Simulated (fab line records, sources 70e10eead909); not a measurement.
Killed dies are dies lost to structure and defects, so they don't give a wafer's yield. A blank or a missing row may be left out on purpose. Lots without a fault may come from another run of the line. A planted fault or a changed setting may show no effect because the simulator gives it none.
Chamber matching | flow nand_harc | NHARC_A_CONTACT_ETCH_91 on rie_diel-08: 4 sister chambers
The step etches the open film in CH3F/O2, target depth 40 nm, time 85.7 s. 7 wafers are shown with their chamber, then 7 later ones without.

WAFERS WITH THEIR CHAMBER
wafer  | chamber | showerhead_plenum_p_Torr (Torr) | drypump_motor_current_A (A)
L959.3 | 2       | 2.41                            | 6.0
L959.4 | 3       | 2.37                            | 6.2
L961.1 | 3       | 2.36                            | 6.1
L961.4 | 0       | 2.38                            | 5.8
L961.5 | 1       | 2.38                            | 5.9
L962.2 | 2       | 2.41                            | 6.0
L962.3 | 0       | 2.38                            | 5.8

WAFERS WITHOUT THEIR CHAMBER
wafer  | showerhead_plenum_p_Torr (Torr) | drypump_motor_current_A (A)
L962.4 | 2.38                            | 5.8
L973.2 | 2.36                            | 6.1
L973.3 | 2.38                            | 5.8
L973.5 | 2.40                            | 6.0
L976.1 | 2.38                            | 5.9
L976.3 | 2.36                            | 6.2
L976.4 | 2.37                            | 5.8

WHICH CHAMBER EACH WENT THROUGH
wafer  | from the rows above     | in truth
L962.4 | 0                       | 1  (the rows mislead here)
L973.2 | 3                       | 3
L973.3 | 0                       | 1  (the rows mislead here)
L973.5 | 2                       | 2
L976.1 | 1                       | 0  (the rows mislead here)
L976.3 | 3                       | 3
L976.4 | can't be placed: 0 or 1 | 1
Placed correctly: 3 of 7. Can't be placed from these rows: 1 (the true chamber is among the candidates in 1). Placed wrongly: 3.
How it was worked out, from the rows above alone: a wafer's distance from a chamber is the root of the sum, over the readings, of the square of ((its reading less the chamber's mean) divided by the reading's scatter). The wafer belongs to the nearest chamber; if the next one is less than 2 further off, it can't be placed. A chamber's mean is the mean of its shown wafers. The scatter: the root of (the sum of the squares of (reading less its chamber's mean) over the shown wafers, divided by (wafers less chambers)).
